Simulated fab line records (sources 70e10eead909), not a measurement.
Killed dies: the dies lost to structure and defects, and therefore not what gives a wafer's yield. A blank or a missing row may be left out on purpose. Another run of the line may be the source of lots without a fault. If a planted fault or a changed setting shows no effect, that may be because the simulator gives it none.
fab line records -- flow nand-harc
record lots=6, wafers=18, last-day=33
route steps=1302 shown P_M2@330 END@1302
lots that met no fault: from a run of the same line without faults
start-h: hours from the record's first day to the start of the lot's first wafer shown -- wait-h: hours elapsed since this lot's preceding step -- " unchanged from the row above -- L1.1+2: several wafers, shown together as one row -- - no value, or no start given -- * or withheld: withheld -- < > ~ a bound
route shown NAME@n: a module of which the file shows steps, and the number in the route of the first -- usual: the fault-free wafers' mean and standard deviation -- same: alike in all rows -- chamber/n: place in a boat -- sites: each site's reading -- _std_site: the values' standard deviation -- _edge_site: mean of outer sites minus mean of inner sites -- radius-mm: for every site, how far away it sits from the centre of the wafer -- mask NAME#n: copy n -- behind: the tool/chamber that last shaped the wafer -- hold: why the lot was held/for how many hours/how that ended -- device: whichever transistor did not switch (one of n, p or np) -- end of line: the tests these same wafers got at the end of their route -- a step with no rows: only its recipe -- killed: the dies lost at the first sort to structure and to defects; this is not the yield of the wafer -- map: per-die view of a wafer (x killed, . not killed, _ where there is no die)
set.NAME: the setting as run; set.NAME@STEP: as run at that earlier step -- model.NAME: the simulator's own value behind a step, which no gauge read
a table for each step, a row for each wafer; lots at some steps of the route
services: the hour from which a tool's chamber was out of use, counted from the record's first day as start-h (under 0 if before that day), plus the number of hours and why
## steps
# step NHARC_P_M2_INSPECT_11
# usual raw-defect-count=4.7/2.7
lot.wafer,tool,chamber,start-h,wait-h,raw-defect-count
L704.1,defect-inspect-02,-,180.74,0.0,4
L704.3,defect-inspect-02,-,180.74,0.0,6
L704.4,defect-inspect-02,-,180.74,0.0,5
L713.1,defect-inspect-02,-,276.86,0.0,5
L713.4,defect-inspect-02,-,276.86,0.0,9
L713.5,defect-inspect-02,-,276.86,0.0,3
L719.2,defect-inspect-02,-,322.28,0.0,3
L719.4,defect-inspect-02,-,322.28,0.0,4
L719.5,defect-inspect-02,-,322.28,0.0,2
L720.2,defect-inspect-01,-,341.05,0.0,6
L720.3,defect-inspect-01,-,341.05,0.0,9
L720.6,defect-inspect-01,-,341.05,0.0,1
L721.1,defect-inspect-01,-,348.59,0.0,10
L721.3,defect-inspect-01,-,348.59,0.0,4
L721.6,defect-inspect-01,-,348.59,0.0,5
L722.2,defect-inspect-02,-,357.77,0.0,8
L722.4,defect-inspect-02,-,357.77,0.0,8
L722.6,defect-inspect-02,-,357.77,0.0,8
# step NHARC_P_M2_DESCUM_14
# recipe time-s=3, o2-flow-sccm=200, ar-flow-sccm=0, bias-power-w=0, chemistry=O2
# step NHARC_P_M2_ETCH_35
# recipe target-depth-a=400, overetch-a=120, time-s=43.94, ion-energy-ev=200, n2-flow-sccm=150, h2-flow-sccm=150, ar-flow-sccm=0, rf-w=400, bias-w=150, chemistry=N2/H2
# step NHARC_P_M2_ETCH_15
# recipe target-depth-a=1825, time-s=91.2, c4f8-flow-sccm=withheld, ar-flow-sccm=400, rf-w=600, bias-w=300, chemistry=C4F8/Ar
# step NHARC_P_M2_CD_MEAS_16
# usual cd-nm=169.7/0.77
lot.wafer,tool,chamber,start-h,wait-h,cd-nm
L704.1,cd-sem-01,-,181.11,-,170.6
L704.3,cd-sem-01,-,181.11,-,171.4
L704.4,cd-sem-01,-,181.11,-,169.6
L713.1,cd-sem-01,-,277.22,-,170.3
L713.4,cd-sem-01,-,277.22,-,169.7
L713.5,cd-sem-01,-,277.22,-,170.5
L719.2,cd-sem-01,-,322.65,-,168.5
L719.4,cd-sem-01,-,322.65,-,169.9
L719.5,cd-sem-01,-,322.65,-,169.9
L720.2,cd-sem-01,-,341.42,-,169.7
L720.3,cd-sem-01,-,341.42,-,169.3
L720.6,cd-sem-01,-,341.42,-,170.1
L721.1,cd-sem-03,-,348.95,-,170.1
L721.3,cd-sem-03,-,348.95,-,168.9
L721.6,cd-sem-03,-,348.95,-,170.8
L722.2,cd-sem-02,-,358.13,-,170.7
L722.4,cd-sem-02,-,358.13,-,170.6
L722.6,cd-sem-02,-,358.13,-,168.1
# step NHARC_P_M2_STRIP_18
# recipe power-w=1000, n2-flow-sccm=150, h2-flow-sccm=150, ar-flow-sccm=0, bias-w=0, chemistry=N2/H2
# usual chamber-pressure-mTorr=29.998/0.024, drypump-motor-current-A=6.0/0.54, n2-flow-sccm=149.9/0.49, oes-product-au=1.000/0.01, rf-vpp-V=90.8/1, showerhead-plenum-p-Torr=2.05/0.091, throttle-valve-pct=14.172/0.0095
lot.wafer,tool,chamber,start-h,wait-h,chamber-pressure-mTorr,drypump-motor-current-A,n2-flow-sccm,oes-product-au,rf-hours-counter-h,rf-vpp-V,showerhead-plenum-p-Torr,throttle-valve-pct
L704.1,rie-diel-02,1,181.19,0.1,30.032,6.3,150.1,0.983,10.2,90.1,1.97,14.178
L704.4,rie-diel-02,3,181.19,0.1,30.009,5.3,149.0,0.996,9.5,89.8,2.15,14.166
L704.3,rie-diel-02,0,181.19,0.1,30.000,5.4,149.7,0.995,10.7,89.3,1.98,14.175
L713.1,rie-diel-08,1,277.32,0.1,29.959,6.5,150.0,1.001,4.0,92.1,2.10,14.191
L713.4,rie-diel-08,3,277.32,0.1,30.021,5.6,150.4,1.018,4.3,90.6,2.06,14.146
L713.5,rie-diel-08,1,277.32,0.1,29.949,6.5,150.2,1.004,-,90.6,2.10,14.176
L719.4,rie-diel-08,0,322.72,0.1,30.017,6.7,150.2,1.010,6.1,90.6,2.07,14.170
L719.2,rie-diel-08,1,322.72,0.1,29.944,6.5,150.2,1.006,5.8,92.0,2.10,14.176
L719.5,rie-diel-08,1,322.72,0.1,30.037,6.5,149.5,1.006,-,92.9,2.10,14.171
L720.2,rie-diel-02,1,341.54,0.1,30.001,6.3,150.1,1.002,6.3,90.7,1.97,14.173
L720.3,rie-diel-02,2,341.54,0.1,30.017,5.4,149.6,1.006,6.0,89.2,1.89,14.164
L720.6,rie-diel-02,0,341.54,0.1,30.030,5.4,150.4,0.993,-,90.2,1.98,14.190
L721.1,rie-diel-08,2,349.10,0.1,29.977,5.4,150.7,0.994,8.1,91.4,2.19,14.153
L721.3,rie-diel-08,3,349.10,0.1,30.028,5.6,149.2,1.002,8.4,91.1,2.06,14.167
L721.6,rie-diel-08,0,349.10,0.1,30.034,6.7,148.3,1.004,-,92.4,2.07,14.165
L722.4,rie-diel-09,1,358.26,0.1,29.973,6.3,149.5,0.980,0.6,89.4,2.16,14.167
L722.2,rie-diel-09,2,358.26,0.1,30.012,6.1,149.9,1.010,0.5,89.1,1.90,14.168
L722.6,rie-diel-09,0,358.26,0.1,30.008,5.5,149.9,0.982,-,89.9,2.01,14.176
# step NHARC_P_M2_ETCH_28
# recipe target-depth-a=300, over-etch-frac=0.3, time-s=72.99, ion-energy-ev=150, cf4-flow-sccm=50, n2-flow-sccm=100, ar-flow-sccm=150, rf-w=300, bias-w=100, chemistry=CF4/N2
# usual cf4-flow-sccm=49.98/0.16, chamber-pressure-mTorr=30.00/0.032, drypump-motor-current-A=5.9/0.54, n2-flow-sccm=99.98/0.3, oes-product-au=1.001/0.0099, rf-vpp-V=314.7/1.9, showerhead-plenum-p-Torr=2.66/0.1, throttle-valve-pct=19.794/0.0094
lot.wafer,tool,chamber,start-h,wait-h,cf4-flow-sccm,chamber-pressure-mTorr,drypump-motor-current-A,n2-flow-sccm,oes-product-au,rf-hours-counter-h,rf-vpp-V,showerhead-plenum-p-Torr,throttle-valve-pct
L704.4,rie-diel-02,0,-,-,49.91,30.01,5.5,99.87,1.017,10.8,312.9,2.56,19.796
L704.1,rie-diel-02,1,-,-,49.85,29.99,6.3,100.13,1.008,10.3,312.9,2.55,19.797
L704.3,rie-diel-02,3,-,-,49.83,30.03,5.3,99.90,1.017,9.5,317.0,2.75,19.792
L713.4,rie-diel-08,1,-,-,49.99,29.98,6.5,99.80,1.006,4.1,315.1,2.70,19.794
L713.1,rie-diel-08,0,-,-,49.97,30.00,6.7,100.30,1.002,4.1,313.9,2.67,19.800
L713.5,rie-diel-08,2,-,-,49.85,30.01,5.4,100.46,0.999,-,317.2,2.81,19.784
L719.4,rie-diel-08,3,-,-,49.97,30.02,5.6,99.56,1.004,6.8,313.0,2.64,19.794
L719.2,rie-diel-08,1,-,-,50.14,29.99,6.5,99.72,1.009,5.8,315.3,2.69,19.777
L719.5,rie-diel-08,0,-,-,50.24,30.02,6.7,99.70,1.010,-,316.4,2.66,19.798
L720.3,rie-diel-02,3,-,-,49.87,30.04,5.3,99.98,1.017,6.1,316.2,2.75,19.777
L720.2,rie-diel-02,0,-,-,50.12,30.02,5.4,99.62,0.996,6.4,314.9,2.56,19.784
L720.6,rie-diel-02,0,-,-,50.01,30.00,5.4,99.85,0.983,-,314.4,2.56,19.793
L721.3,rie-diel-08,3,-,-,49.66,30.00,5.6,99.65,1.006,8.4,314.1,2.64,19.808
L721.1,rie-diel-08,1,-,-,49.99,30.01,6.5,99.35,0.991,7.7,316.4,2.69,19.799
L721.6,rie-diel-08,0,-,-,50.24,29.97,6.7,99.97,1.002,-,314.0,2.66,19.779
L722.2,rie-diel-09,1,-,-,49.55,29.98,6.3,99.97,0.986,0.6,315.2,2.77,19.802
L722.4,rie-diel-09,3,-,-,49.81,29.96,6.3,100.29,1.004,0.5,311.4,2.46,19.800
L722.6,rie-diel-09,1,-,-,49.88,29.96,6.3,99.97,0.992,-,316.9,2.77,19.779
# step NHARC_P_M2_STRIP_19
# recipe time-s=600, temp-c=30, chemistry=post-etch-residue-remover
# step NHARC_P_M2_DEGAS_29
# recipe temp-c=250, time-s=60
# usual heater-power-w=333/32
lot.wafer,tool,chamber,start-h,wait-h,heater-power-w
L704.1,pvd-sputter-03,-,181.83,-,385
L704.4,pvd-sputter-03,-,181.83,-,339
L704.3,pvd-sputter-03,-,181.83,-,317
L713.1,pvd-sputter-01,-,277.98,-,320
L713.4,pvd-sputter-01,-,277.98,-,303
L713.5,pvd-sputter-01,-,277.98,-,325
L719.4,pvd-sputter-03,-,323.38,-,389
L719.2,pvd-sputter-03,-,323.38,-,338
L719.5,pvd-sputter-03,-,323.38,-,351
L720.2,pvd-sputter-01,-,342.18,-,303
L720.3,pvd-sputter-01,-,342.18,-,308
L720.6,pvd-sputter-01,-,342.18,-,307
L721.1,pvd-sputter-02,-,349.69,-,322
L721.3,pvd-sputter-02,-,349.69,-,326
L721.6,pvd-sputter-02,-,349.69,-,331
L722.4,pvd-sputter-01,-,358.84,-,303
L722.2,pvd-sputter-01,-,358.84,-,317
L722.6,pvd-sputter-01,-,358.84,-,323
# step NHARC_P_M2_PRE_CLEAN_30
# recipe time-s=30, temp-c=280, gas=H2/He
# step NHARC_P_M2_PVD_20
# recipe target-thk-a=50, bias-v=168.6, power-w=15000, chamber-pressure-pa=0.12, time-s=8.06, substrate-temp-c=50, material=TaN
# step NHARC_P_M2_PVD_21
# recipe target-thk-a=300, chamber-pressure-pa=5, power-w=5000, substrate-temp-c=30, time-s=20.49, material=Cu
# usual throttle-valve-pct=29.5/1.1
lot.wafer,tool,chamber,start-h,wait-h,throttle-valve-pct
L704.3,pvd-sputter-03,-,-,-,31.0
L704.1,pvd-sputter-03,-,-,-,28.0
L704.4,pvd-sputter-03,-,-,-,27.8
L713.4,pvd-sputter-01,-,-,-,30.7
L713.1,pvd-sputter-01,-,-,-,30.0
L713.5,pvd-sputter-01,-,-,-,30.8
L719.4,pvd-sputter-03,-,-,-,30.9
L719.2,pvd-sputter-03,-,-,-,28.3
L719.5,pvd-sputter-03,-,-,-,28.0
L720.2,pvd-sputter-01,-,-,-,28.3
L720.3,pvd-sputter-01,-,-,-,30.2
L720.6,pvd-sputter-01,-,-,-,28.5
L721.1,pvd-sputter-02,-,-,-,29.4
L721.3,pvd-sputter-02,-,-,-,29.1
L721.6,pvd-sputter-02,-,-,-,29.5
L722.2,pvd-sputter-01,-,-,-,29.2
L722.4,pvd-sputter-01,-,-,-,30.2
L722.6,pvd-sputter-01,-,-,-,31.1
# step NHARC_P_M2_ECD_22
# recipe target-thk-a=4000, bath-temp-c=25, material=Cu
# usual bath-temp-c=25.01/0.12
lot.wafer,tool,chamber,start-h,wait-h,bath-temp-c
L704.1,ecd-cu-02,1,182.24,-,25.01
L704.4,ecd-cu-02,0,182.24,-,25.03
L704.3,ecd-cu-02,1,182.24,-,24.99
L713.1,ecd-cu-01,0,278.39,-,24.87
L713.4,ecd-cu-01,0,278.39,-,24.97
L713.5,ecd-cu-01,0,278.39,-,24.92
L719.2,ecd-cu-01,1,323.74,-,25.02
L719.4,ecd-cu-01,1,323.74,-,24.92
L719.5,ecd-cu-01,1,323.74,-,24.98
L720.2,ecd-cu-02,0,342.59,-,24.95
L720.3,ecd-cu-02,1,342.59,-,24.98
L720.6,ecd-cu-02,1,342.59,-,24.94
L721.1,ecd-cu-01,1,350.10,-,24.94
L721.3,ecd-cu-01,0,350.10,-,25.14
L721.6,ecd-cu-01,1,350.10,-,25.01
L722.2,ecd-cu-02,1,359.25,-,24.82
L722.4,ecd-cu-02,1,359.25,-,25.00
L722.6,ecd-cu-02,0,359.25,-,25.00
# step NHARC_P_M2_ANNEAL_31
# recipe temp-c=225, time-s=90
# usual wafer_temp_C_max=225.9/0.34
lot.wafer,tool,chamber,start-h,wait-h,wafer_temp_C_max
L704.1,rtp-anneal-01,0,182.56,-,225.5
L704.3,rtp-anneal-01,0,182.56,-,225.8
L704.4,rtp-anneal-01,0,182.56,-,225.7
L713.1,rtp-anneal-02,0,278.72,-,225.8
L713.4,rtp-anneal-02,0,278.72,-,225.8
L713.5,rtp-anneal-02,0,278.72,-,226.3
L719.2,rtp-anneal-01,0,324.17,0.4,225.6
L719.4,rtp-anneal-01,0,324.17,0.4,225.8
L719.5,rtp-anneal-01,0,324.17,0.4,225.3
L720.2,rtp-anneal-01,0,342.97,-,225.6
L720.3,rtp-anneal-01,0,342.97,-,225.6
L720.6,rtp-anneal-01,0,342.97,-,225.8
L721.1,rtp-anneal-01,0,350.43,0.3,225.4
L721.3,rtp-anneal-01,0,350.43,0.3,225.6
L721.6,rtp-anneal-01,0,350.43,0.3,225.5
L722.2,rtp-anneal-02,0,359.64,0.3,226.0
L722.4,rtp-anneal-02,0,359.64,0.3,226.5
L722.6,rtp-anneal-02,0,359.64,0.3,226.7
# step NHARC_P_M2_CMP_23
# recipe t-overpolish-s=20, target-thk-nm=144.3
# usual motor-current-A=11.6/1, time-to-endpoint-s=29.2/2.5
lot.wafer,tool,chamber,start-h,wait-h,motor-current-A,time-to-endpoint-s
L704.3,cmp-01,0,182.91,-,11.9,26.1
L704.1,cmp-01,1,182.91,-,11.0,28.8
L704.4,cmp-01,3,182.91,-,11.6,27.3
L713.1,cmp-04,1,279.06,-,10.8,32.7
L713.4,cmp-04,2,279.06,-,10.6,33.7
L713.5,cmp-04,1,279.06,-,10.9,31.3
L719.2,cmp-02,1,324.49,-,12.8,25.9
L719.4,cmp-02,2,324.49,-,11.2,31.0
L719.5,cmp-02,1,324.49,-,12.2,25.8
L720.3,cmp-02,3,343.29,-,11.9,29.3
L720.2,cmp-02,0,343.29,-,14.6,16.0
L720.6,cmp-02,3,343.29,-,11.4,27.6
L721.1,cmp-01,1,350.84,-,10.7,29.6
L721.3,cmp-01,2,350.84,-,11.0,30.6
L721.6,cmp-01,3,350.84,-,11.6,29.8
L722.4,cmp-04,2,359.99,-,9.6,30.2
L722.2,cmp-04,3,359.99,-,13.9,27.3
L722.6,cmp-04,0,359.99,-,11.8,14.0
# step NHARC_P_M2_THK_MEAS_24
# recipe thk-meas-gauge=xrf
# usual thk-nm=144.4/1.6
lot.wafer,tool,chamber,start-h,wait-h,thk-nm
L704.1,film-metro-02,-,183.22,-,144.4
L704.3,film-metro-02,-,183.22,-,140.9
L704.4,film-metro-02,-,183.22,-,143.2
L713.1,film-metro-02,-,279.37,-,144.1
L713.4,film-metro-02,-,279.37,-,146.7
L713.5,film-metro-02,-,279.37,-,145.3
L719.2,film-metro-01,-,324.77,-,143.3
L719.4,film-metro-01,-,324.77,-,145.7
L719.5,film-metro-01,-,324.77,-,142.6
L720.2,film-metro-02,-,343.57,-,145.7
L720.3,film-metro-02,-,343.57,-,145.2
L720.6,film-metro-02,-,343.57,-,145.4
L721.1,film-metro-02,-,351.10,-,144.1
L721.3,film-metro-02,-,351.10,-,144.5
L721.6,film-metro-02,-,351.10,-,145.5
L722.2,film-metro-02,-,360.24,-,145.1
L722.4,film-metro-02,-,360.24,-,144.1
L722.6,film-metro-02,-,360.24,-,144.8
# step NHARC_END_SORT_01
# recipe temp-c=25
# usual defect-limited-yield=91.5/2.9, killed-at-array=53/20, killed-at-other=1/1.2, killed-at-periphery=3.7/2.6, killed-dies=58/20, killed-open=3.5/1.8, killed-short=2.4/1.7, sort_bin_2_pct=3.1/1.3, sort_bin_3_pct=0.6/0.4, sort_bin_4_pct=4.9/1.7, sort-n-pass=619/20, sort-rim-yield-pct=92/4, sort-yield-pct=91.5/2.9
# same gross-dies=677, sort_bin_5_pct[%]=0, sort_bin_6_pct[%]=0, sort_bin_7_pct[%]=0, sort_bin_8_pct[%]=0, sort-rim-n-gross=106.00
lot.wafer,tool,chamber,start-h,wait-h,defect-limited-yield[%],killed-at-array,killed-at-other,killed-at-periphery,killed-dies,killed-open,killed-short,sort_bin_2_pct[%],sort_bin_3_pct[%],sort_bin_4_pct[%],sort-n-pass,sort-rim-yield-pct[%],sort-yield-pct[%]
L720.2,prober-02,0,774.18,2.8,94.5,27,0,10,37,6,5,1.2,0.3,4.0,640,94,94.5
L720.3,prober-02,0,774.98,3.1,95.1,26,1,6,33,2,4,1.5,0.4,3.0,644,97,95.1
L720.6,prober-02,0,777.39,4.0,94.8,31,2,2,35,1,6,1.6,0.4,3.1,642,94,94.8
# killed by level:class
L720.2 A_SLIT:chamber-film-flake=7 A_CONTACT:chamber-film-flake=5 P_M0:geometric-particle:open=3 P_CONTACT:chamber-film-flake=3 A_WL_FILL:geometric-particle:short=2 P_ZERO_WELL:chamber-film-flake=2 A_CHANNEL_HOLE_D1:unspecified=2 A_CHANNEL_HOLE_D1:chamber-film-flake=2
L720.3 A_CONTACT:chamber-film-flake=7 A_SLIT:chamber-film-flake=7 P_M2:chamber-film-flake=3 A_ONON_D2:geometric-particle:short=2 P_CONTACT:chamber-film-flake=2 A_CHANNEL_HOLE_D1:chamber-film-flake=1 A_ONON_D1:geometric-particle:short=1 A_CHANNEL_FILL_D1:geometric-particle:open=1
L720.6 A_CONTACT:chamber-film-flake=10 A_SLIT:chamber-film-flake=7 A_WL_FILL:geometric-particle:short=2 A_CHANNEL_HOLE_D2:chamber-film-flake=2 A_STAIRCASE:chamber-film-flake=2 THIN_TSV:chamber-film-flake=2 P_CONTACT:geometric-particle:short=1 A_ONON_D1:geometric-particle:short=1
## services
tool,chamber,start-h,hours,kind
cmp-02,-,157.63,1.3,repair
ecd-cu-01,-,160.00,8.0,pm
pvd-sputter-03,-,170.00,10.0,pm
cmp-01,-,185.52,4.0,pm
rie-diel-08,-,190.89,9.0,pm
cmp-04,-,193.07,0.4,repair
cmp-02,-,196.02,0.3,repair
cmp-04,-,209.00,4.0,pm
rie-diel-02,-,216.70,9.0,pm
pvd-sputter-02,-,221.84,8.3,repair
pvd-sputter-01,-,225.24,3.9,repair
pvd-sputter-01,-,229.17,10.0,pm
cmp-02,-,234.72,4.0,pm
cmp-01,-,241.35,5.8,repair
ecd-cu-02,-,244.09,8.0,pm
pvd-sputter-01,-,253.70,4.3,repair
cmp-01,-,258.55,0.8,repair
cmp-04,-,266.08,1.0,repair
cmp-02,-,266.64,2.0,repair
pvd-sputter-02,-,282.01,10.0,pm
rie-diel-08,1,316.99,4.7,repair
ecd-cu-01,-,336.00,8.0,pm
ecd-cu-01,-,344.25,4.6,repair
pvd-sputter-03,-,348.00,10.0,pm
## key
first-sign step=NHARC_P_M2_CMP_23, reading=time-to-endpoint-s, direction=down, sigmas=5.6, usual=*, struck=*
effect none on later readings
met-at NHARC_P_M2_ECD_22
struck-wafers L720.2,L722.6
onset-between 182.24 342.59
fault kind=process-parameter-drift, tool=ecd-cu-02, chamber=0, onset-h=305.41, steps=NHARC_P_M2_ECD_22, channel=target-thk-a, offset=*, shape=step, acts-in=*, stated=*
